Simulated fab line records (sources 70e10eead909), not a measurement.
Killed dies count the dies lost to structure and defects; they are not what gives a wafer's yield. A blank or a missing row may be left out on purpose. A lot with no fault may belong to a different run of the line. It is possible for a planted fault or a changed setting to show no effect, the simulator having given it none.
Chamber matching	flow nand harc	4 sister chambers for NHARC_P_M2_ETCH_28 on rie diel-07
The step etches the open film in CF4/N2, target depth 30 nm, time 72.99 s. 8 wafers are shown with their chamber, then 8 later ones without.

WAFERS, EACH WITH ITS CHAMBER
wafer	chamber	showerhead plenum p Torr (Torr)	drypump motor current A (A)
L110.3	2	2.81	5.8
L113.3	0	2.48	5.4
L113.4	3	2.67	6.3
L113.5	3	2.67	6.3
L112.3	1	2.68	6.6
L112.5	2	2.82	5.8
L112.6	1	2.68	6.7
L114.2	0	2.48	5.4

WAFERS WITH NO CHAMBER GIVEN
wafer	showerhead plenum p Torr (Torr)	drypump motor current A (A)
L114.3	2.67	6.3
L114.6	2.48	5.4
L116.1	2.67	6.3
L116.2	2.81	5.8
L116.6	2.48	5.4
L118.2	2.48	5.4
L118.3	2.81	5.8
L118.4	2.67	6.3

EACH ONE'S CHAMBER
wafer	from the rows above	in truth
L114.3	3	3
L114.6	0	0
L116.1	3	3
L116.2	2	2
L116.6	0	0
L118.2	0	0
L118.3	2	2
L118.4	3	3
Correctly placed: 8 of 8. Can't be placed from these rows: 0. Placed wrongly: 0.
How it was worked out, from the rows above alone: a wafer's distance from a chamber is the root of the sum, over the readings, of the square of ((its reading less the chamber's mean) divided by the reading's scatter). The wafer belongs to the nearest chamber; if the next one is less than 2 further off, it can't be placed. For every chamber, the mean is computed from those of its wafers that are shown. The scatter is the square root of a quotient: the sum, over the shown wafers, of each reading's squared deviation from its chamber's mean, divided by wafers minus chambers.
